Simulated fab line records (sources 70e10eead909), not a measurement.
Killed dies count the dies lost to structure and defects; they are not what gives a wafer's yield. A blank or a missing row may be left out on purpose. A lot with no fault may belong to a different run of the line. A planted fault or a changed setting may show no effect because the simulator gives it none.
fab line records :: flow nandHarc :: part 2 of 2: steps 21 to 30 of 30
[record]
  lots = 5
  wafers = 15
  lastDay = 32
route steps=1302 shown A_CONTACT@1043
lots with no fault: from the same line, run without faults
startH: the number of hours between the record's first day and the start of the first shown wafer of the lot :: waitH: hours since the lot's step before :: " as in the row above :: L1.1+2: several wafers, shown together as one row :: - value missing, or start not given :: * or withheld: withheld :: < > ~ a bound
route shown NAME@n: names a module that has steps shown in the file, with the first one's number in the route :: usual: mean/standard deviation taken from wafers without a fault :: same: alike in all rows :: chamber/n: place in a boat :: sites: per-site readings :: _std_site: standard deviation of those values :: _edge_site: mean of outer sites minus mean of inner sites :: radiusMm: how far each site lies from the wafer's centre :: mask NAME#n: copy n :: behind: the last tool/chamber to shape the wafer :: hold: reason for holding the lot/hours on hold/outcome of the hold :: device: transistor that didn't switch, given as n, p or np :: end of line: at the end of the route, the tests of the same wafers :: a step given without rows: its recipe and nothing more :: killed: not the wafer's yield, but the dies lost to structure and defects at the first sort :: map: dies across one wafer; x = killed, . = not, _ = none there
set.NAME: the setting the step ran with; set.NAME@STEP: the setting that earlier step ran with :: model.NAME: the simulator's own value behind a step, which no gauge read
lots seen at some steps along the route; tables by step, rows by wafer
services: from which hour (startH, from the record's first day; less than 0 if before it) a tool's chamber was out of use, for how many hours, and why
[[steps]]
[step NHARC_A_CONTACT_ETCH_106]
[recipe]
  targetDepthA = 900
  overetchA = 90
  timeS = 49.5
  ionEnergyEv = 100
  cf4FlowSccm = 80
  o2FlowSccm = 20
  arFlowSccm = 0
  rfW = 300
  biasW = 100
  chemistry = CF4/O2
[usual]
  drypumpMotorCurrentA = 5.5/0.44
  oesProductAu = 0.995/0.01
  rfVppV = 197.6/1.8
  showerheadPlenumPTorr = 1.33/0.073
  throttleValvePct = 13.396/0.0093
lot.wafer: L075.3
tool: rieDiel-06
chamber: 0
startH: 525.23
waitH: 0.1
drypumpMotorCurrentA: 4.9
oesProductAu: 0.988
rfHoursCounterH: 4
rfVppV: 198.8
showerheadPlenumPTorr: 1.44
throttleValvePct: 13.391

lot.wafer: L075.2
tool: rieDiel-06
chamber: 2
startH: 525.23
waitH: 0.1
drypumpMotorCurrentA: 6.0
oesProductAu: 0.981
rfHoursCounterH: 5
rfVppV: 196.6
showerheadPlenumPTorr: 1.26
throttleValvePct: 13.395

lot.wafer: L075.5
tool: rieDiel-06
chamber: 0
startH: 525.23
waitH: 0.1
drypumpMotorCurrentA: 5.0
oesProductAu: 1.001
rfHoursCounterH: -
rfVppV: 201.7
showerheadPlenumPTorr: 1.44
throttleValvePct: 13.390

lot.wafer: L084.4
tool: rieDiel-06
chamber: 0
startH: 613.77
waitH: 0.1
drypumpMotorCurrentA: 4.9
oesProductAu: 0.987
rfHoursCounterH: 17
rfVppV: 200.0
showerheadPlenumPTorr: 1.44
throttleValvePct: 13.384

lot.wafer: L084.3
tool: rieDiel-06
chamber: 2
startH: 613.77
waitH: 0.1
drypumpMotorCurrentA: 6.0
oesProductAu: 0.998
rfHoursCounterH: 20
rfVppV: 196.6
showerheadPlenumPTorr: 1.26
throttleValvePct: 13.396

lot.wafer: L084.5
tool: rieDiel-06
chamber: 3
startH: 613.77
waitH: 0.1
drypumpMotorCurrentA: 5.6
oesProductAu: 0.998
rfHoursCounterH: -
rfVppV: 196.0
showerheadPlenumPTorr: 1.26
throttleValvePct: 13.395

lot.wafer: L090.3
tool: rieDiel-07
chamber: 0
startH: 669.48
waitH: 0.1
drypumpMotorCurrentA: 4.9
oesProductAu: 0.997
rfHoursCounterH: 3
rfVppV: 196.9
showerheadPlenumPTorr: 1.29
throttleValvePct: 13.398

lot.wafer: L090.4
tool: rieDiel-07
chamber: 1
startH: 669.48
waitH: 0.1
drypumpMotorCurrentA: 6.2
oesProductAu: 1.026
rfHoursCounterH: 3
rfVppV: 198.5
showerheadPlenumPTorr: 1.34
throttleValvePct: 13.399

lot.wafer: L090.6
tool: rieDiel-07
chamber: 0
startH: 669.48
waitH: 0.1
drypumpMotorCurrentA: 4.9
oesProductAu: 1.000
rfHoursCounterH: -
rfVppV: 195.7
showerheadPlenumPTorr: 1.29
throttleValvePct: 13.394

lot.wafer: L089.3
tool: rieDiel-07
chamber: 3
startH: 674.69
waitH: 0.1
drypumpMotorCurrentA: 5.6
oesProductAu: 1.002
rfHoursCounterH: 5
rfVppV: 200.2
showerheadPlenumPTorr: 1.44
throttleValvePct: 13.406

lot.wafer: L089.5
tool: rieDiel-07
chamber: 3
startH: 674.69
waitH: 0.1
drypumpMotorCurrentA: 5.6
oesProductAu: 1.001
rfHoursCounterH: -
rfVppV: 199.5
showerheadPlenumPTorr: 1.44
throttleValvePct: 13.391

lot.wafer: L089.6
tool: rieDiel-07
chamber: 0
startH: 674.69
waitH: 0.1
drypumpMotorCurrentA: 4.9
oesProductAu: 0.986
rfHoursCounterH: -
rfVppV: 196.2
showerheadPlenumPTorr: 1.29
throttleValvePct: 13.402

lot.wafer: L093.2
tool: rieDiel-07
chamber: 2
startH: 702.49
waitH: 0.1
drypumpMotorCurrentA: 5.2
oesProductAu: 0.992
rfHoursCounterH: 15
rfVppV: 199.9
showerheadPlenumPTorr: 1.40
throttleValvePct: 13.397

lot.wafer: L093.5
tool: rieDiel-07
chamber: 0
startH: 702.49
waitH: 0.1
drypumpMotorCurrentA: 4.9
oesProductAu: 1.003
rfHoursCounterH: -
rfVppV: 198.3
showerheadPlenumPTorr: 1.29
throttleValvePct: 13.394

lot.wafer: L093.6
tool: rieDiel-07
chamber: 1
startH: 702.49
waitH: 0.1
drypumpMotorCurrentA: 6.2
oesProductAu: 1.027
rfHoursCounterH: -
rfVppV: 197.2
showerheadPlenumPTorr: 1.34
throttleValvePct: 13.395
[step NHARC_A_CONTACT_STRIP_82]
[recipe]
  o2FlowSccm = 500
  arFlowSccm = 0
  biasW = 0
  chemistry = O2
[usual]
  drypumpMotorCurrentA = 5.5/0.43
  oesProductAu = 0.995/0.01
  rfVppV = 57.6/0.96
  showerheadPlenumPTorr = 3.50/0.18
  throttleValvePct = 17.037/0.0088
lot.wafer: L075.2
tool: rieDiel-06
chamber: 1
startH: -
waitH: -
drypumpMotorCurrentA: 5.3
oesProductAu: 0.976
rfHoursCounterH: 4
rfVppV: 56.0
showerheadPlenumPTorr: 3.45
throttleValvePct: 17.022

lot.wafer: L075.3
tool: rieDiel-06
chamber: 0
startH: -
waitH: -
drypumpMotorCurrentA: 5.0
oesProductAu: 0.992
rfHoursCounterH: 4
rfVppV: 58.1
showerheadPlenumPTorr: 3.79
throttleValvePct: 17.047

lot.wafer: L075.5
tool: rieDiel-06
chamber: 1
startH: -
waitH: -
drypumpMotorCurrentA: 5.3
oesProductAu: 0.972
rfHoursCounterH: -
rfVppV: 55.9
showerheadPlenumPTorr: 3.45
throttleValvePct: 17.043

lot.wafer: L084.4
tool: rieDiel-06
chamber: 0
startH: -
waitH: -
drypumpMotorCurrentA: 5.0
oesProductAu: 0.986
rfHoursCounterH: 17
rfVppV: 58.7
showerheadPlenumPTorr: 3.78
throttleValvePct: 17.029

lot.wafer: L084.3
tool: rieDiel-06
chamber: 1
startH: -
waitH: -
drypumpMotorCurrentA: 5.4
oesProductAu: 0.977
rfHoursCounterH: 18
rfVppV: 57.6
showerheadPlenumPTorr: 3.44
throttleValvePct: 17.047

lot.wafer: L084.5
tool: rieDiel-06
chamber: 2
startH: -
waitH: -
drypumpMotorCurrentA: 6.0
oesProductAu: 0.988
rfHoursCounterH: -
rfVppV: 57.2
showerheadPlenumPTorr: 3.33
throttleValvePct: 17.043

lot.wafer: L090.3
tool: rieDiel-07
chamber: 3
startH: -
waitH: -
drypumpMotorCurrentA: 5.6
oesProductAu: 0.995
rfHoursCounterH: 4
rfVppV: 57.6
showerheadPlenumPTorr: 3.81
throttleValvePct: 17.038

lot.wafer: L090.4
tool: rieDiel-07
chamber: 2
startH: -
waitH: -
drypumpMotorCurrentA: 5.2
oesProductAu: 1.013
rfHoursCounterH: 4
rfVppV: 57.4
showerheadPlenumPTorr: 3.70
throttleValvePct: 17.034

lot.wafer: L090.6
tool: rieDiel-07
chamber: 0
startH: -
waitH: -
drypumpMotorCurrentA: 4.9
oesProductAu: 0.992
rfHoursCounterH: -
rfVppV: 57.2
showerheadPlenumPTorr: 3.42
throttleValvePct: 17.027

lot.wafer: L089.3
tool: rieDiel-07
chamber: 1
startH: -
waitH: -
drypumpMotorCurrentA: 6.2
oesProductAu: 1.018
rfHoursCounterH: 5
rfVppV: 57.1
showerheadPlenumPTorr: 3.55
throttleValvePct: 17.036

lot.wafer: L089.6
tool: rieDiel-07
chamber: 2
startH: -
waitH: -
drypumpMotorCurrentA: 5.2
oesProductAu: 1.001
rfHoursCounterH: -
rfVppV: 59.1
showerheadPlenumPTorr: 3.70
throttleValvePct: 17.048

lot.wafer: L089.5
tool: rieDiel-07
chamber: 3
startH: -
waitH: -
drypumpMotorCurrentA: 5.6
oesProductAu: 1.012
rfHoursCounterH: -
rfVppV: 57.7
showerheadPlenumPTorr: 3.80
throttleValvePct: 17.025

lot.wafer: L093.2
tool: rieDiel-07
chamber: 2
startH: -
waitH: -
drypumpMotorCurrentA: 5.1
oesProductAu: 0.995
rfHoursCounterH: 15
rfVppV: 57.6
showerheadPlenumPTorr: 3.70
throttleValvePct: 17.034

lot.wafer: L093.6
tool: rieDiel-07
chamber: 3
startH: -
waitH: -
drypumpMotorCurrentA: 5.6
oesProductAu: 0.994
rfHoursCounterH: -
rfVppV: 58.8
showerheadPlenumPTorr: 3.80
throttleValvePct: 17.040

lot.wafer: L093.5
tool: rieDiel-07
chamber: 0
startH: -
waitH: -
drypumpMotorCurrentA: 4.9
oesProductAu: 1.001
rfHoursCounterH: -
rfVppV: 57.6
showerheadPlenumPTorr: 3.41
throttleValvePct: 17.042
[step NHARC_A_CONTACT_STRIP_83]
[recipe]
  timeS = 600
  tempC = 30
  chemistry = postEtchResidueRemover
lot.wafer: L075.3+2+5
tool: wetBench-06
chamber: 6,7,1
startH: 525.64
waitH: -

lot.wafer: L084.5+4+3
tool: wetBench-03
chamber: 2,4,6
startH: 614.16
waitH: -

lot.wafer: L090.3+4+6
tool: wetBench-03
chamber: 3,5,6
startH: 669.88
waitH: -

lot.wafer: L089.3+6+5
tool: wetBench-05
chamber: 4,5,0
startH: 675.07
waitH: -

lot.wafer: L093.5+2+6
tool: wetBench-06
chamber: 4,5,6
startH: 702.87
waitH: -
[step NHARC_A_CONTACT_DEP_84]
[recipe]
  targetThkA = 28000
  tempC = 400
  material = aC
[usual]
  throttleValvePct = 35.000/0.009
lot.wafer: L075.2
tool: aclDep-03
chamber: 0
startH: 527.73
waitH: -
throttleValvePct: 34.999

lot.wafer: L075.3
tool: aclDep-03
chamber: 0
startH: 527.73
waitH: -
throttleValvePct: 34.991

lot.wafer: L075.5
tool: aclDep-03
chamber: 0
startH: 527.73
waitH: -
throttleValvePct: 34.982

lot.wafer: L084.3
tool: aclDep-03
chamber: 0
startH: 620.37
waitH: -
throttleValvePct: 34.992

lot.wafer: L084.4
tool: aclDep-03
chamber: 0
startH: 620.37
waitH: -
throttleValvePct: 34.998

lot.wafer: L084.5
tool: aclDep-03
chamber: 0
startH: 620.37
waitH: -
throttleValvePct: 35.005

lot.wafer: L090.3
tool: aclDep-02
chamber: 0
startH: 674.08
waitH: -
throttleValvePct: 35.003

lot.wafer: L090.4
tool: aclDep-02
chamber: 0
startH: 674.08
waitH: -
throttleValvePct: 34.992

lot.wafer: L090.6
tool: aclDep-02
chamber: 0
startH: 674.08
waitH: -
throttleValvePct: 34.996

lot.wafer: L089.3
tool: aclDep-01
chamber: 0
startH: 678.44
waitH: -
throttleValvePct: 35.005

lot.wafer: L089.5
tool: aclDep-01
chamber: 0
startH: 678.44
waitH: -
throttleValvePct: 35.011

lot.wafer: L089.6
tool: aclDep-01
chamber: 0
startH: 678.44
waitH: -
throttleValvePct: 35.009

lot.wafer: L093.2
tool: aclDep-03
chamber: 0
startH: 704.39
waitH: -
throttleValvePct: 34.991

lot.wafer: L093.5
tool: aclDep-03
chamber: 0
startH: 704.39
waitH: -
throttleValvePct: 34.984

lot.wafer: L093.6
tool: aclDep-03
chamber: 0
startH: 704.39
waitH: -
throttleValvePct: 35.010
[step NHARC_A_CONTACT_DEP_85]
[recipe]
  targetThkA = 600
  targetThkNm = 60
  tempC = 400
  pressureTorr = 3.5
  flowSccm = 200
  rfW = 350
  material = SiON
[usual]
  heaterPowerW = 707/90
lot.wafer: L075.3
tool: pecvd-04
chamber: 0
startH: 529.19
waitH: 0.9
heaterPowerW: 786

lot.wafer: L075.2
tool: pecvd-04
chamber: 2
startH: 529.19
waitH: 0.9
heaterPowerW: 577

lot.wafer: L075.5
tool: pecvd-04
chamber: 1
startH: 529.19
waitH: 0.9
heaterPowerW: 752

lot.wafer: L084.3
tool: pecvd-04
chamber: 1
startH: 621.58
waitH: 0.9
heaterPowerW: 744

lot.wafer: L084.4
tool: pecvd-04
chamber: 0
startH: 621.58
waitH: 0.9
heaterPowerW: 814

lot.wafer: L084.5
tool: pecvd-04
chamber: 2
startH: 621.58
waitH: 0.9
heaterPowerW: 576

lot.wafer: L090.3
tool: pecvd-02
chamber: 0
startH: 675.30
waitH: 0.9
heaterPowerW: 714

lot.wafer: L090.4
tool: pecvd-02
chamber: 1
startH: 675.30
waitH: 0.9
heaterPowerW: 815

lot.wafer: L090.6
tool: pecvd-02
chamber: 2
startH: 675.30
waitH: 0.9
heaterPowerW: 517

lot.wafer: L089.3
tool: pecvd-04
chamber: 1
startH: 679.63
waitH: 0.9
heaterPowerW: 647

lot.wafer: L089.5
tool: pecvd-04
chamber: 1
startH: 679.63
waitH: 0.9
heaterPowerW: 659

lot.wafer: L089.6
tool: pecvd-04
chamber: 2
startH: 679.63
waitH: 0.9
heaterPowerW: 529

lot.wafer: L093.2
tool: pecvd-02
chamber: 2
startH: 705.85
waitH: 1.2
heaterPowerW: 636

lot.wafer: L093.5
tool: pecvd-02
chamber: 1
startH: 705.85
waitH: 1.2
heaterPowerW: 880

lot.wafer: L093.6
tool: pecvd-02
chamber: 0
startH: 705.85
waitH: 1.2
heaterPowerW: 726
[step NHARC_A_CONTACT_DEHYDRATE_00]
[recipe]
  tempC = 150
  timeS = 120
[usual]
  heaterPowerTotalW = 182.5/1.3
lot.wafer: L075.2
tool: lithoTrack-01
chamber: 0
startH: 529.46
waitH: 0.2
heaterPowerTotalW: 184.5

lot.wafer: L075.3
tool: lithoTrack-01
chamber: 0
startH: 529.46
waitH: 0.2
heaterPowerTotalW: 183.0

lot.wafer: L075.5
tool: lithoTrack-01
chamber: 0
startH: 529.46
waitH: 0.2
heaterPowerTotalW: 184.2

lot.wafer: L084.3
tool: lithoTrack-04
chamber: 0
startH: 621.82
waitH: 0.2
heaterPowerTotalW: 180.8

lot.wafer: L084.4
tool: lithoTrack-04
chamber: 0
startH: 621.82
waitH: 0.2
heaterPowerTotalW: 180.8

lot.wafer: L084.5
tool: lithoTrack-04
chamber: 0
startH: 621.82
waitH: 0.2
heaterPowerTotalW: 180.6

lot.wafer: L090.3
tool: lithoTrack-01
chamber: 0
startH: 675.52
waitH: 0.2
heaterPowerTotalW: 184.1

lot.wafer: L090.4
tool: lithoTrack-01
chamber: 0
startH: 675.52
waitH: 0.2
heaterPowerTotalW: 183.0

lot.wafer: L090.6
tool: lithoTrack-01
chamber: 0
startH: 675.52
waitH: 0.2
heaterPowerTotalW: 183.4

lot.wafer: L089.3
tool: lithoTrack-04
chamber: 0
startH: 679.91
waitH: 0.2
heaterPowerTotalW: 184.4

lot.wafer: L089.5
tool: lithoTrack-04
chamber: 0
startH: 679.91
waitH: 0.2
heaterPowerTotalW: 181.2

lot.wafer: L089.6
tool: lithoTrack-04
chamber: 0
startH: 679.91
waitH: 0.2
heaterPowerTotalW: 183.8

lot.wafer: L093.2
tool: lithoTrack-04
chamber: 0
startH: 706.09
waitH: 0.2
heaterPowerTotalW: 181.0

lot.wafer: L093.5
tool: lithoTrack-04
chamber: 0
startH: 706.09
waitH: 0.2
heaterPowerTotalW: 184.6

lot.wafer: L093.6
tool: lithoTrack-04
chamber: 0
startH: 706.09
waitH: 0.2
heaterPowerTotalW: 184.1
[step NHARC_A_CONTACT_HMDS_01]
[recipe]
  timeS = 30
lot.wafer: L075.2+3+5
tool: lithoTrack-01
chamber: 0
startH: -
waitH: -

lot.wafer: L084.3+4+5
tool: lithoTrack-04
chamber: 0
startH: -
waitH: -

lot.wafer: L090.3+4+6
tool: lithoTrack-01
chamber: 0
startH: -
waitH: -

lot.wafer: L089.3+5+6
tool: lithoTrack-04
chamber: 0
startH: -
waitH: -

lot.wafer: L093.2+5+6
tool: lithoTrack-04
chamber: 0
startH: -
waitH: -
[step NHARC_A_CONTACT_COAT_86]
[recipe]
  tempC = 260
  timeS = 75
[usual]
  heaterPowerTotalW = 486.7/1.6
lot.wafer: L075.2
tool: lithoTrack-01
chamber: 0
startH: -
waitH: -
heaterPowerTotalW: 485.7

lot.wafer: L075.3
tool: lithoTrack-01
chamber: 0
startH: -
waitH: -
heaterPowerTotalW: 485.6

lot.wafer: L075.5
tool: lithoTrack-01
chamber: 0
startH: -
waitH: -
heaterPowerTotalW: 487.4

lot.wafer: L084.3
tool: lithoTrack-04
chamber: 0
startH: -
waitH: -
heaterPowerTotalW: 484.5

lot.wafer: L084.4
tool: lithoTrack-04
chamber: 0
startH: -
waitH: -
heaterPowerTotalW: 488.0

lot.wafer: L084.5
tool: lithoTrack-04
chamber: 0
startH: -
waitH: -
heaterPowerTotalW: 484.7

lot.wafer: L090.3
tool: lithoTrack-01
chamber: 0
startH: -
waitH: -
heaterPowerTotalW: 484.9

lot.wafer: L090.4
tool: lithoTrack-01
chamber: 0
startH: -
waitH: -
heaterPowerTotalW: 488.3

lot.wafer: L090.6
tool: lithoTrack-01
chamber: 0
startH: -
waitH: -
heaterPowerTotalW: 489.5

lot.wafer: L089.3
tool: lithoTrack-04
chamber: 0
startH: -
waitH: -
heaterPowerTotalW: 488.3

lot.wafer: L089.5
tool: lithoTrack-04
chamber: 0
startH: -
waitH: -
heaterPowerTotalW: 487.6

lot.wafer: L089.6
tool: lithoTrack-04
chamber: 0
startH: -
waitH: -
heaterPowerTotalW: 485.2

lot.wafer: L093.2
tool: lithoTrack-04
chamber: 0
startH: -
waitH: -
heaterPowerTotalW: 487.2

lot.wafer: L093.5
tool: lithoTrack-04
chamber: 0
startH: -
waitH: -
heaterPowerTotalW: 488.4

lot.wafer: L093.6
tool: lithoTrack-04
chamber: 0
startH: -
waitH: -
heaterPowerTotalW: 487.4
[step NHARC_A_CONTACT_COAT_87]
[recipe]
  tempC = 225
  timeS = 65
[usual]
  heaterPowerTotalW = 446.8/2.1
lot.wafer: L075.2
tool: lithoTrack-01
chamber: 0
startH: -
waitH: -
heaterPowerTotalW: 449.6

lot.wafer: L075.3
tool: lithoTrack-01
chamber: 0
startH: -
waitH: -
heaterPowerTotalW: 444.2

lot.wafer: L075.5
tool: lithoTrack-01
chamber: 0
startH: -
waitH: -
heaterPowerTotalW: 449.5

lot.wafer: L084.3
tool: lithoTrack-04
chamber: 0
startH: -
waitH: -
heaterPowerTotalW: 446.8

lot.wafer: L084.4
tool: lithoTrack-04
chamber: 0
startH: -
waitH: -
heaterPowerTotalW: 444.5

lot.wafer: L084.5
tool: lithoTrack-04
chamber: 0
startH: -
waitH: -
heaterPowerTotalW: 444.9

lot.wafer: L090.3
tool: lithoTrack-01
chamber: 0
startH: -
waitH: -
heaterPowerTotalW: 449.5

lot.wafer: L090.4
tool: lithoTrack-01
chamber: 0
startH: -
waitH: -
heaterPowerTotalW: 444.1

lot.wafer: L090.6
tool: lithoTrack-01
chamber: 0
startH: -
waitH: -
heaterPowerTotalW: 449.5

lot.wafer: L089.3
tool: lithoTrack-04
chamber: 0
startH: -
waitH: -
heaterPowerTotalW: 449.6

lot.wafer: L089.5
tool: lithoTrack-04
chamber: 0
startH: -
waitH: -
heaterPowerTotalW: 444.7

lot.wafer: L089.6
tool: lithoTrack-04
chamber: 0
startH: -
waitH: -
heaterPowerTotalW: 449.3

lot.wafer: L093.2
tool: lithoTrack-04
chamber: 0
startH: -
waitH: -
heaterPowerTotalW: 449.7

lot.wafer: L093.5
tool: lithoTrack-04
chamber: 0
startH: -
waitH: -
heaterPowerTotalW: 444.0

lot.wafer: L093.6
tool: lithoTrack-04
chamber: 0
startH: -
waitH: -
heaterPowerTotalW: 449.7
[step NHARC_A_CONTACT_COAT_02]
[recipe]
  spinRpm = 1500
  resistThkNm = 90
lot.wafer: L075.2+3+5
tool: lithoTrack-01
chamber: 0
startH: -
waitH: -

lot.wafer: L084.3+4+5
tool: lithoTrack-04
chamber: 0
startH: -
waitH: -

lot.wafer: L090.3+4+6
tool: lithoTrack-01
chamber: 0
startH: -
waitH: -

lot.wafer: L089.3+5+6
tool: lithoTrack-04
chamber: 0
startH: -
waitH: -

lot.wafer: L093.2+5+6
tool: lithoTrack-04
chamber: 0
startH: -
waitH: -
[[services]]
tool: harCapEtch-01
chamber: -
startH: 497.00
hours: 17.0
kind: pm

tool: lithoTrack-01
chamber: -
startH: 505.00
hours: 7.0
kind: pm

tool: pecvd-02
chamber: -
startH: 542.52
hours: 1.7
kind: repair

tool: wetBench-06
chamber: -
startH: 545.60
hours: 8.0
kind: pm

tool: lithoTrack-04
chamber: -
startH: 553.00
hours: 7.0
kind: pm

tool: aclDep-01
chamber: -
startH: 554.57
hours: 13.0
kind: pm

tool: pecvd-04
chamber: 1
startH: 555.54
hours: 3.5
kind: repair

tool: wetBench-03
chamber: -
startH: 562.40
hours: 8.0
kind: pm

tool: rieDiel-11
chamber: 2
startH: 564.00
hours: 30.2
kind: repair

tool: rieDiel-07
chamber: 2
startH: 577.42
hours: 6.4
kind: repair

tool: pecvd-02
chamber: -
startH: 589.10
hours: 13.0
kind: pm

tool: rieDiel-06
chamber: 0
startH: 600.53
hours: 8.0
kind: repair

tool: aclDep-02
chamber: -
startH: 608.51
hours: 13.0
kind: pm

tool: rieDiel-11
chamber: 1
startH: 609.25
hours: 2.6
kind: repair

tool: rieDiel-11
chamber: -
startH: 614.22
hours: 9.0
kind: pm

tool: wetBench-05
chamber: -
startH: 618.57
hours: 8.0
kind: pm

tool: pecvd-04
chamber: -
startH: 631.10
hours: 13.0
kind: pm

tool: rieDiel-07
chamber: -
startH: 649.29
hours: 9.0
kind: pm

tool: rieDiel-06
chamber: -
startH: 661.23
hours: 9.0
kind: pm

tool: rieDiel-11
chamber: 0
startH: 666.53
hours: 5.0
kind: repair

tool: aclDep-03
chamber: -
startH: 667.21
hours: 13.0
kind: pm

tool: harCapEtch-01
chamber: -
startH: 668.66
hours: 2.5
kind: repair

tool: lithoTrack-01
chamber: -
startH: 680.00
hours: 7.0
kind: pm

tool: pecvd-04
chamber: -
startH: 684.28
hours: 0.5
kind: repair
